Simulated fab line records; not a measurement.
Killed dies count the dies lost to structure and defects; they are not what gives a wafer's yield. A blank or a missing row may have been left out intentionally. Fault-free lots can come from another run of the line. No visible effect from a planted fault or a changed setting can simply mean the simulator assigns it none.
Which tool was responsible? | flow nand harc | 72 wafers from 24 lots sampled at 3 of the route's 1302 steps

WHAT THE GAUGES READ, wafer by wafer
NHARC_A_SOURCE_PLATE_THK_MEAS_09: measures by ellipsometry.
lot  | measured     | on            | thk nm (nm)
L074 | day 7 05:36  | film metro-01 | 10.1 9.7 12.6
L075 | day 7 15:44  | film metro-02 | 9.4 10.2 10.6
L076 | day 8 03:33  | film metro-02 | 10.3 8.0 10.9
L077 | day 8 07:19  | film metro-02 | 9.8 7.2 10.4
L079 | day 9 07:13  | film metro-02 | 8.9 8.1 10.9
L078 | day 9 07:13  | film metro-01 | 10.6 7.3 11.7
L080 | day 10 02:37 | film metro-02 | 11.2 10.9 10.6
L081 | day 10 11:00 | film metro-01 | 10.8 8.1 11.5
L082 | day 10 11:00 | film metro-02 | 10.1 8.8 10.9
L083 | day 10 23:48 | film metro-02 | 9.5 8.5 9.8
L084 | day 11 08:13 | film metro-01 | 9.6 9.1 8.1
L086 | day 11 22:24 | film metro-01 | 8.7 10.1 9.6
L085 | day 12 03:59 | film metro-02 | 9.1 12.0 11.4
L087 | day 12 22:22 | film metro-02 | 10.8 9.7 9.8
L089 | day 13 05:10 | film metro-02 | 10.3 11.4 8.5
L088 | day 13 05:10 | film metro-01 | 8.9 8.1 10.1
L090 | day 14 02:02 | film metro-02 | 9.2 9.9 9.5
L091 | day 14 02:02 | film metro-01 | 10.0 9.3 10.1
L092 | day 14 21:03 | film metro-02 | 9.5 9.7 9.9
L093 | day 14 21:03 | film metro-01 | 10.4 10.2 10.2
L094 | day 15 19:38 | film metro-02 | 8.2 10.7 10.9
L095 | day 15 19:40 | film metro-01 | 9.6 8.5 9.1
L096 | day 16 11:43 | film metro-02 | 9.4 10.6 10.5
L097 | day 16 22:32 | film metro-01 | 10.3 10.9 10.3

NHARC_A_ONON_D1_THK_MEAS_02: measures by ellipsometry.
lot  | measured     | on            | thk nm (nm)
L074 | day 7 18:46  | film metro-01 | 999 996 998
L075 | day 8 04:56  | film metro-02 | 1010 1010 1011
L076 | day 8 18:23  | film metro-02 | 1012 1010 1013
L077 | day 8 21:41  | film metro-01 | 998 996 998
L079 | day 9 23:37  | film metro-01 | 995 997 996
L078 | day 9 23:37  | film metro-02 | 981 980 980
L080 | day 10 18:22 | film metro-02 | 990 994 993
L081 | day 11 02:37 | film metro-02 | 1003 1001 1004
L082 | day 11 02:35 | film metro-01 | 1016 1015 1016
L083 | day 11 13:23 | film metro-02 | 993 992 992
L084 | day 11 21:46 | film metro-02 | 1009 1009 1007
L086 | day 12 11:53 | film metro-01 | 1009 1008 1011
L085 | day 12 17:08 | film metro-01 | 992 994 993
L087 | day 13 11:32 | film metro-01 | 1004 1003 1004
L089 | day 13 19:56 | film metro-02 | 985 981 983
L088 | day 13 20:00 | film metro-01 | 991 990 990
L090 | day 14 20:55 | film metro-02 | 1006 1007 1008
L091 | day 14 20:55 | film metro-01 | 992 991 991
L092 | day 15 14:04 | film metro-01 | 997 996 995
L093 | day 15 14:04 | film metro-02 | 979 979 979
L094 | day 16 08:53 | film metro-01 | 1007 1008 1008
L095 | day 16 08:53 | film metro-02 | 1013 1013 1014
L096 | day 17 01:23 | film metro-01 | 1001 1000 999
L097 | day 17 15:06 | film metro-02 | 991 992 992

WHICH TOOL RAN EACH LOT (tool, then ch and the chambers of the sampled wafers, then the start)
lot  | NHARC_P_BONDPAD_ETCH_37
L074 | rie diel-02 ch 0,2,3, day 6 15:46
L075 | rie diel-05 ch 0,1,2, day 7 03:11
L076 | rie diel-03 ch 0,2,3, day 7 15:06
L077 | rie diel-02 ch 1,2,3, day 7 17:57
L079 | rie diel-05 ch 0,1,3, day 8 17:44
L078 | rie diel-02 ch 1,2,3, day 8 19:16
L080 | rie diel-03 ch 1,3, day 9 14:01
L081 | rie diel-03 ch 0,1,2, day 9 22:30
L082 | rie diel-02 ch 0,1, day 9 23:23
L083 | rie diel-05 ch 2,3, day 10 10:01
L084 | rie diel-03 ch 0,2,3, day 10 18:43
L086 | rie diel-03 ch 2,3, day 11 09:20
L085 | rie diel-02 ch 1,2,3, day 11 15:10
L087 | rie diel-05 ch 0,1, day 12 07:11
L089 | rie diel-05 ch 1,2,3, day 12 16:58
L088 | rie diel-05 ch 1,2,3, day 12 18:23
L090 | rie diel-05 ch 0,2, day 13 13:55
L091 | rie diel-05 ch 0,2, day 13 15:23
L092 | rie diel-05 ch 0,1,3, day 14 02:55
L093 | rie diel-03 ch 0,1,3, day 14 10:20
L094 | rie diel-03 ch 0,1,2, day 15 07:14
L095 | rie diel-05 ch 0,3, day 15 08:49
L096 | rie diel-02 ch 0,1,2, day 15 23:21
L097 | rie diel-05 ch 0,1,2, day 16 08:22
- NHARC_P_BONDPAD_ETCH_37: etches the open film in N2/H2, target depth 60 nm, overetch 18 nm, time 65.91 s.

WHAT THE TOOLS THEMSELVES READ (means of the sampled wafers that have a number; where no wafer has one, the mark that the record gives instead)
NHARC_P_BONDPAD_ETCH_37.
lot  | tool        | drypump motor current A (A) | h2 flow sccm (sccm) | oes product au (a.u.) | rf vpp V (V) | showerhead plenum p Torr (Torr) | throttle valve pct (%)
L074 | rie diel-02 | 5.5                         | 149.9               | 1.001                 | 430.4        | 2.03                            | 14.172
L075 | rie diel-05 | 5.6                         | 150.1               | 1.000                 | 430.2        | 2.08                            | 14.163
L076 | rie diel-03 | 5.9                         | 149.8               | 0.990                 | 430.9        | 2.03                            | 14.172
L077 | rie diel-02 | 5.8                         | 150.2               | 0.992                 | 433.1        | 2.10                            | 14.176
L079 | rie diel-05 | 5.6                         | 149.5               | 0.999                 | 429.5        | 2.01                            | 14.176
L078 | rie diel-02 | 5.8                         | 150.3               | 0.993                 | 432.2        | 2.10                            | 14.182
L080 | rie diel-03 | 6.1                         | 150.5               | 1.001                 | 428.4        | 1.97                            | 14.173
L081 | rie diel-03 | 5.8                         | 149.7               | 0.994                 | 432.3        | 2.07                            | 14.169
L082 | rie diel-02 | 5.8                         | 149.8               | 0.996                 | 430.3        | 2.07                            | 14.163
L083 | rie diel-05 | 5.6                         | 150.3               | 0.997                 | 430.1        | 2.02                            | 14.175
L084 | rie diel-03 | 5.8                         | 150.3               | 1.003                 | 431.1        | 2.03                            | 14.177
L086 | rie diel-03 | 6.0                         | 149.8               | 0.992                 | 430.0        | 2.02                            | 14.166
L085 | rie diel-02 | 5.8                         | 150.3               | 0.997                 | 433.0        | 2.09                            | 14.173
L087 | rie diel-05 | 5.4                         | 150.0               | 0.991                 | 430.7        | 2.05                            | 14.174
L089 | rie diel-05 | 5.3                         | 150.1               | 1.001                 | 430.7        | 2.06                            | 14.180
L088 | rie diel-05 | 5.3                         | 150.4               | 0.991                 | 430.8        | 2.06                            | 14.177
L090 | rie diel-05 | 5.8                         | 150.2               | 0.999                 | 432.1        | 2.11                            | 14.170
L091 | rie diel-05 | 6.0                         | 150.2               | 0.999                 | 431.1        | 2.06                            | 14.162
L092 | rie diel-05 | 5.6                         | 150.4               | 0.992                 | 429.8        | 2.01                            | 14.170
L093 | rie diel-03 | 5.9                         | 150.1               | 0.995                 | 428.9        | 2.02                            | 14.183
L094 | rie diel-03 | 5.8                         | 150.0               | 1.003                 | 431.0        | 2.07                            | 14.162
L095 | rie diel-05 | 5.8                         | 150.4               | 0.991                 | 427.8        | 1.97                            | 14.169
L096 | rie diel-02 | 5.4                         | 149.8               | 1.008                 | 430.1        | 2.03                            | 14.175
L097 | rie diel-05 | 5.6                         | 150.0               | 0.999                 | 431.4        | 2.08                            | 14.174

THE ANSWER, worked out from the rows above alone
Rule: usual is defined by the lots themselves. Put in order of their means at a reading, lots are off if they are a third of the lots or fewer, leave a main group of 4 or more, and stand apart from it by a gap of 3 or more times the standard deviation of the main group's means; of several such gaps the widest counts. A main group whose means are all the same, to the digits that the tables above print for the reading, isn't used. A lot without any number at a reading at which 4 lots or more have one is off too. Any other lot the step has rows for is counted as sound. Order of review: gauges by route order, followed by the tools' own readings, for which a lot's mean as printed above is used. At the first step where some lot is off, the reading lying furthest off is the one used; lots without a number count as furthest.
No lot is off at any reading shown: from this, nothing can be told.

WHAT WAS PUT IN BY THE SIMULATOR
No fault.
